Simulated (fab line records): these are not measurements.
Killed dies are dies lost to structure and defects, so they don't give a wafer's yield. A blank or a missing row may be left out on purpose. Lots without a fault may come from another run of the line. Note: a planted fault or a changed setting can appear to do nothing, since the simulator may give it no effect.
Which tool is to blame? :: flow n5_finfet :: 9 lots with 27 wafers sampled at 6 steps, on a route of 1938 steps

## WHAT THE GAUGES SHOWED, per wafer
N5_BEOL_M1_INSPECT_13: inspects for defects (brightfield). Usual: 388 for raw_defect_count, sd 87.
lot: L942
measured: day 6 10:55
on: defect_inspect-02
raw_defect_count: 477 526 560
flag: 

lot: L944
measured: day 6 23:29
on: defect_inspect-01
raw_defect_count: 273 350 293
flag: 

lot: L945
measured: day 7 11:16
on: defect_inspect-01
raw_defect_count: 395 379 429
flag: 

lot: L953
measured: day 9 20:00
on: defect_inspect-02
raw_defect_count: 528 407 486
flag: 

lot: L954
measured: day 9 22:07
on: defect_inspect-01
raw_defect_count: 507 422 400
flag: 

lot: L958
measured: day 10 10:35
on: defect_inspect-01
raw_defect_count: 383 344 513
flag: 

lot: L957
measured: day 10 10:56
on: defect_inspect-01
raw_defect_count: 372 343 417
flag: 

lot: L961
measured: day 11 07:25
on: defect_inspect-01
raw_defect_count: 302 348 298
flag: 

lot: L963
measured: day 11 18:26
on: defect_inspect-02
raw_defect_count: 324 380 293
flag: 

N5_BEOL_M4_RC_MEAS_101. Usual: DIBL_N 35.8 mV/V, standard deviation 1.8; DIBL_P 35.9 mV/V, standard deviation 2.2; IOFF_N 0.16 nA/um, standard deviation 0.035; IOFF_P 0.21 nA/um, standard deviation 0.04; ION_N 672 uA/um, standard deviation 11; ION_P 461 uA/um, standard deviation 7.4; SS_N 71.4 mV/dec, standard deviation 0.64; SS_P 73.2 mV/dec, standard deviation 0.67; VT_N 250 mV, standard deviation 3.5; VT_P -251 mV, standard deviation 3.4.
lot: L942
measured: day 7 21:46
on: prober-02
DIBL_N (mV/V): 34.2 33.8 34.3
DIBL_P (mV/V): 32.9 34.0 33.8
IOFF_N (nA/um): 0.12 0.12 0.13
IOFF_P (nA/um): 0.17 0.18 0.18
ION_N (uA/um): 664 671 673
ION_P (uA/um): 451 462 452
SS_N (mV/dec): 71.0 71.3 70.8
SS_P (mV/dec): 72.0 71.9 73.0
VT_N (mV): 254 257 253
VT_P (mV): -254 -255 -252
flag: 

lot: L944
measured: day 8 20:38
on: prober-02
DIBL_N (mV/V): 37.6 34.5 35.5
DIBL_P (mV/V): 39.3 35.6 37.1
IOFF_N (nA/um): 0.21 0.15 0.17
IOFF_P (nA/um): 0.27 0.21 0.24
ION_N (uA/um): 679 670 676
ION_P (uA/um): 467 459 473
SS_N (mV/dec): 72.1 71.0 71.4
SS_P (mV/dec): 73.9 72.9 73.0
VT_N (mV): 247 250 251
VT_P (mV): -246 -247 -248
flag: 

lot: L945
measured: day 9 08:31
on: prober-01
DIBL_N (mV/V): 35.9 35.0 36.8
DIBL_P (mV/V): 37.2 35.8 37.1
IOFF_N (nA/um): 0.16 0.14 0.17
IOFF_P (nA/um): 0.21 0.20 0.21
ION_N (uA/um): 671 669 675
ION_P (uA/um): 464 459 464
SS_N (mV/dec): 72.0 71.6 71.9
SS_P (mV/dec): 73.4 72.8 73.3
VT_N (mV): 250 252 250
VT_P (mV): -250 -254 -249
flag: 

lot: L953
measured: day 11 16:23
on: prober-02
DIBL_N (mV/V): 35.2 37.3 37.5
DIBL_P (mV/V): 34.5 37.3 38.5
IOFF_N (nA/um): 0.14 0.16 0.18
IOFF_P (nA/um): 0.18 0.22 0.25
ION_N (uA/um): 667 684 682
ION_P (uA/um): 459 467 465
SS_N (mV/dec): 70.5 71.4 71.2
SS_P (mV/dec): 72.1 72.6 73.1
VT_N (mV): 252 250 246
VT_P (mV): -250 -250 -249
flag: 

lot: L954
measured: day 11 19:51
on: prober-02
DIBL_N (mV/V): 34.3 37.1 35.0
DIBL_P (mV/V): 34.6 38.2 35.8
IOFF_N (nA/um): 0.13 0.19 0.15
IOFF_P (nA/um): 0.21 0.28 0.23
ION_N (uA/um): 658 664 669
ION_P (uA/um): 462 464 470
SS_N (mV/dec): 71.3 71.2 70.5
SS_P (mV/dec): 73.0 73.7 72.3
VT_N (mV): 253 247 249
VT_P (mV): -249 -246 -246
flag: 

lot: L958
measured: day 12 16:39
on: prober-01
DIBL_N (mV/V): 37.3 37.0 32.9
DIBL_P (mV/V): 36.3 35.8 31.6
IOFF_N (nA/um): 0.18 0.16 0.11
IOFF_P (nA/um): 0.21 0.20 0.15
ION_N (uA/um): 672 682 661
ION_P (uA/um): 458 464 456
SS_N (mV/dec): 72.0 70.6 70.9
SS_P (mV/dec): 73.2 73.4 72.5
VT_N (mV): 248 249 252
VT_P (mV): -251 -251 -256
flag: 

lot: L957
measured: day 12 09:31
on: prober-01
DIBL_N (mV/V): 37.6 36.7 35.9
DIBL_P (mV/V): 37.8 36.8 36.1
IOFF_N (nA/um): 0.17 0.15 0.14
IOFF_P (nA/um): 0.19 0.17 0.17
ION_N (uA/um): 671 668 660
ION_P (uA/um): 444 446 448
SS_N (mV/dec): 72.1 72.0 71.8
SS_P (mV/dec): 73.8 73.5 73.5
VT_N (mV): 251 252 253
VT_P (mV): -257 -256 -256
flag: 

lot: L961
measured: day 12 23:56
on: prober-01
DIBL_N (mV/V): 37.1 36.5 33.7
DIBL_P (mV/V): 37.8 36.8 32.5
IOFF_N (nA/um): 0.17 0.15 0.11
IOFF_P (nA/um): 0.21 0.20 0.15
ION_N (uA/um): 679 674 660
ION_P (uA/um): 458 468 454
SS_N (mV/dec): 72.1 71.4 70.9
SS_P (mV/dec): 74.1 73.9 72.8
VT_N (mV): 246 251 255
VT_P (mV): -251 -255 -255
flag: 

lot: L963
measured: day 13 23:44
on: prober-02
DIBL_N (mV/V): 34.4 35.2 32.4
DIBL_P (mV/V): 33.0 34.1 30.8
IOFF_N (nA/um): 0.11 0.12 0.09
IOFF_P (nA/um): 0.17 0.18 0.14
ION_N (uA/um): 659 658 653
ION_P (uA/um): 459 459 453
SS_N (mV/dec): 70.6 71.7 70.3
SS_P (mV/dec): 72.5 72.9 71.6
VT_N (mV): 255 255 257
VT_P (mV): -251 -253 -255
flag: 

## EACH LOT AND THE TOOL THAT RAN IT (in order: tool; ch and the chambers of the sampled wafers; start)
lot: L942
N5_BEOL_M0_SPUTTER_134: pvd_sputter-01, day 6 07:36
N5_BEOL_M0_ANNEAL_135: pvd_sputter-01, day 6 07:41
N5_BEOL_M1_PECVD_72: pecvd-02 ch 1,2, day 6 09:19
N5_BEOL_M1_CMP_52: cmp-03 ch 0,2,3, day 6 17:31

lot: L944
N5_BEOL_M0_SPUTTER_134: pvd_sputter-02, day 6 19:15
N5_BEOL_M0_ANNEAL_135: pvd_sputter-02, day 6 19:20
N5_BEOL_M1_PECVD_72: pecvd-04 ch 1,2, day 6 21:41
N5_BEOL_M1_CMP_52: cmp-04 ch 0,3, day 7 10:17

lot: L945
N5_BEOL_M0_SPUTTER_134: pvd_sputter-01, day 7 08:02
N5_BEOL_M0_ANNEAL_135: pvd_sputter-01, day 7 08:07
N5_BEOL_M1_PECVD_72: pecvd-04 ch 0,1,2, day 7 09:37
N5_BEOL_M1_CMP_52: cmp-03 ch 0,1, day 7 20:55

lot: L953
N5_BEOL_M0_SPUTTER_134: pvd_sputter-03, day 9 12:52
N5_BEOL_M0_ANNEAL_135: pvd_sputter-03, day 9 12:56
N5_BEOL_M1_PECVD_72: pecvd-03 ch 0,1, day 9 18:52
N5_BEOL_M1_CMP_52: cmp-01 ch 1,2,3, day 10 03:48

lot: L954
N5_BEOL_M0_SPUTTER_134: pvd_sputter-02, day 9 17:34
N5_BEOL_M0_ANNEAL_135: pvd_sputter-02, day 9 17:39
N5_BEOL_M1_PECVD_72: pecvd-03 ch 0,1, day 9 21:26
N5_BEOL_M1_CMP_52: cmp-04 ch 0,1,2, day 10 05:10

lot: L958
N5_BEOL_M0_SPUTTER_134: pvd_sputter-02, day 10 08:26
N5_BEOL_M0_ANNEAL_135: pvd_sputter-02, day 10 08:31
N5_BEOL_M1_PECVD_72: pecvd-04 ch 1,2, day 10 09:49
N5_BEOL_M1_CMP_52: cmp-01 ch 1,2,3, day 11 00:31

lot: L957
N5_BEOL_M0_SPUTTER_134: pvd_sputter-02, day 10 08:52
N5_BEOL_M0_ANNEAL_135: pvd_sputter-02, day 10 08:57
N5_BEOL_M1_PECVD_72: pecvd-04 ch 1,2, day 10 10:14
N5_BEOL_M1_CMP_52: cmp-04 ch 0,2, day 10 23:43

lot: L961
N5_BEOL_M0_SPUTTER_134: pvd_sputter-03, day 11 04:36
N5_BEOL_M0_ANNEAL_135: pvd_sputter-03, day 11 04:41
N5_BEOL_M1_PECVD_72: pecvd-02 ch 0,1,2, day 11 05:56
N5_BEOL_M1_CMP_52: cmp-01 ch 1,2,3, day 11 14:51

lot: L963
N5_BEOL_M0_SPUTTER_134: pvd_sputter-03, day 11 14:41
N5_BEOL_M0_ANNEAL_135: pvd_sputter-03, day 11 14:46
N5_BEOL_M1_PECVD_72: pecvd-04 ch 0,1, day 11 16:01
N5_BEOL_M1_CMP_52: cmp-03 ch 0,1,2, day 12 07:31
- N5_BEOL_M0_SPUTTER_134: material Cu, target thk 4 nm, time 7.37 s.
- N5_BEOL_M0_ANNEAL_135: time 60 s.
- N5_BEOL_M1_PECVD_72: deposits SiO2 from TEOS/O2, target thk 16 nm, time 18 s.
- N5_BEOL_M1_CMP_52: polishes, stops on SiOC, t overpolish 6.8 s, target thk 40 nm.

## WHAT THE TOOLS THEMSELVES READ (means of the sampled wafers that have a number; where no wafer has one, the mark that the record gives instead)
N5_BEOL_M0_SPUTTER_134. Usual: 29.6 % for throttle_valve_pct, sd 1.1.
lot: L942
tool: pvd_sputter-01
throttle_valve_pct (%): 28.7
flag: 

lot: L944
tool: pvd_sputter-02
throttle_valve_pct (%): 29.9
flag: 

lot: L945
tool: pvd_sputter-01
throttle_valve_pct (%): 29.6
flag: 

lot: L953
tool: pvd_sputter-03
throttle_valve_pct (%): 29.4
flag: 

lot: L954
tool: pvd_sputter-02
throttle_valve_pct (%): 30.5
flag: 

lot: L958
tool: pvd_sputter-02
throttle_valve_pct (%): 30.4
flag: 

lot: L957
tool: pvd_sputter-02
throttle_valve_pct (%): 30.3
flag: 

lot: L961
tool: pvd_sputter-03
throttle_valve_pct (%): 29.5
flag: 

lot: L963
tool: pvd_sputter-03
throttle_valve_pct (%): 30.1
flag: 

N5_BEOL_M0_ANNEAL_135. Usual: 830 W for heater_power_w, sd 63.
lot: L942
tool: pvd_sputter-01
heater_power_w (W): 841
flag: 

lot: L944
tool: pvd_sputter-02
heater_power_w (W): 797
flag: 

lot: L945
tool: pvd_sputter-01
heater_power_w (W): 840
flag: 

lot: L953
tool: pvd_sputter-03
heater_power_w (W): 881
flag: 

lot: L954
tool: pvd_sputter-02
heater_power_w (W): 790
flag: 

lot: L958
tool: pvd_sputter-02
heater_power_w (W): 816
flag: 

lot: L957
tool: pvd_sputter-02
heater_power_w (W): 813
flag: 

lot: L961
tool: pvd_sputter-03
heater_power_w (W): 885
flag: 

lot: L963
tool: pvd_sputter-03
heater_power_w (W): 909
flag: 

N5_BEOL_M1_PECVD_72. Usual: heater_power_w 725 W, standard deviation 120; showerhead_plenum_p_Torr 8.81 Torr, standard deviation 0.059; showerhead_vpp_V 1308 V, standard deviation 86; susceptor_temp_C 400.02 C, standard deviation 0.22; throttle_valve_pct 22.4 %, standard deviation 0.5.
lot: L942
tool: pecvd-02
heater_power_w (W): 869
showerhead_plenum_p_Torr (Torr): 8.85
showerhead_vpp_V (V): 1257
susceptor_temp_C (C): 399.68
throttle_valve_pct (%): 22.2
flag: 

lot: L944
tool: pecvd-04
heater_power_w (W): 763
showerhead_plenum_p_Torr (Torr): 8.76
showerhead_vpp_V (V): 1355
susceptor_temp_C (C): 400.03
throttle_valve_pct (%): 22.1
flag: 

lot: L945
tool: pecvd-04
heater_power_w (W): 697
showerhead_plenum_p_Torr (Torr): 8.80
showerhead_vpp_V (V): 1296
susceptor_temp_C (C): 399.73
throttle_valve_pct (%): 21.9
flag: 

lot: L953
tool: pecvd-03
heater_power_w (W): 713
showerhead_plenum_p_Torr (Torr): 8.86
showerhead_vpp_V (V): 1319
susceptor_temp_C (C): 393.70
throttle_valve_pct (%): 22.9
flag: OFF

lot: L954
tool: pecvd-03
heater_power_w (W): 674
showerhead_plenum_p_Torr (Torr): 8.84
showerhead_vpp_V (V): 1315
susceptor_temp_C (C): 394.06
throttle_valve_pct (%): 22.6
flag: OFF

lot: L958
tool: pecvd-04
heater_power_w (W): 647
showerhead_plenum_p_Torr (Torr): 8.79
showerhead_vpp_V (V): 1377
susceptor_temp_C (C): 400.24
throttle_valve_pct (%): 22.2
flag: 

lot: L957
tool: pecvd-04
heater_power_w (W): 727
showerhead_plenum_p_Torr (Torr): 8.76
showerhead_vpp_V (V): 1350
susceptor_temp_C (C): 400.27
throttle_valve_pct (%): 22.2
flag: 

lot: L961
tool: pecvd-02
heater_power_w (W): 886
showerhead_plenum_p_Torr (Torr): 8.80
showerhead_vpp_V (V): 1311
susceptor_temp_C (C): 400.05
throttle_valve_pct (%): 22.6
flag: 

lot: L963
tool: pecvd-04
heater_power_w (W): 684
showerhead_plenum_p_Torr (Torr): 8.80
showerhead_vpp_V (V): 1332
susceptor_temp_C (C): 400.17
throttle_valve_pct (%): 22.0
flag: 

N5_BEOL_M1_CMP_52. Usual: barrier_field_endpoint_s 24.4 s, standard deviation 0.57; motor_current_A 6.0 A, standard deviation 0.66; platen_rpm 50.00 rpm, standard deviation 0.032.
lot: L942
tool: cmp-03
barrier_field_endpoint_s (s): 24.0
motor_current_A (A): 6.3
platen_rpm (rpm): 50.04
flag: 

lot: L944
tool: cmp-04
barrier_field_endpoint_s (s): 24.3
motor_current_A (A): 6.5
platen_rpm (rpm): 49.99
flag: 

lot: L945
tool: cmp-03
barrier_field_endpoint_s (s): 24.1
motor_current_A (A): 6.2
platen_rpm (rpm): 49.98
flag: 

lot: L953
tool: cmp-01
barrier_field_endpoint_s (s): 25.1
motor_current_A (A): 6.4
platen_rpm (rpm): 50.03
flag: 

lot: L954
tool: cmp-04
barrier_field_endpoint_s (s): 25.8
motor_current_A (A): 6.1
platen_rpm (rpm): 49.99
flag: 

lot: L958
tool: cmp-01
barrier_field_endpoint_s (s): 23.6
motor_current_A (A): 6.3
platen_rpm (rpm): 49.97
flag: 

lot: L957
tool: cmp-04
barrier_field_endpoint_s (s): 24.7
motor_current_A (A): 6.3
platen_rpm (rpm): 49.99
flag: 

lot: L961
tool: cmp-01
barrier_field_endpoint_s (s): 23.9
motor_current_A (A): 6.3
platen_rpm (rpm): 50.00
flag: 

lot: L963
tool: cmp-03
barrier_field_endpoint_s (s): 24.7
motor_current_A (A): 6.5
platen_rpm (rpm): 50.02
flag: 

## THE ANSWER, worked out from the rows above alone
Rule: take the mean of a lot's wafers that have a number; if it is more than 3 standard deviations from the usual mean, the lot is off. Also off: a lot with no number at a reading for which 4 or more lots have one. Where the step has rows for the other lots, those lots are counted as sound. The gauges are gone through in route order, then the tools' own readings, and for those a lot's mean is taken as printed above. At the first step where some lot is off, the reading lying furthest off is the one used; lots without a number count as furthest.
Off: L953, L954 (N5_BEOL_M1_PECVD_72, susceptor_temp_C).
If a tool, at that step or one of the process steps before it, ran each lot that is off and ran no sound lot following the first of them, it fits. One candidate fits, namely pecvd-03 at N5_BEOL_M1_PECVD_72. It ran no sound lot before its first lot that is off in this sample, so the start can't be narrowed down.
The tool's own readings at N5_BEOL_M1_PECVD_72 bear it out: on the lots that are off they differ by more than 5 times the standard deviation of the sound lots' means. susceptor_temp_C reads 393.88 C there against 400.02 C on the sound lots.

## WHAT WAS PUT IN BY THE SIMULATOR
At N5_BEOL_M1_PECVD_72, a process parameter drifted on pecvd-03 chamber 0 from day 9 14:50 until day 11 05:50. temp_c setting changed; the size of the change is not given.
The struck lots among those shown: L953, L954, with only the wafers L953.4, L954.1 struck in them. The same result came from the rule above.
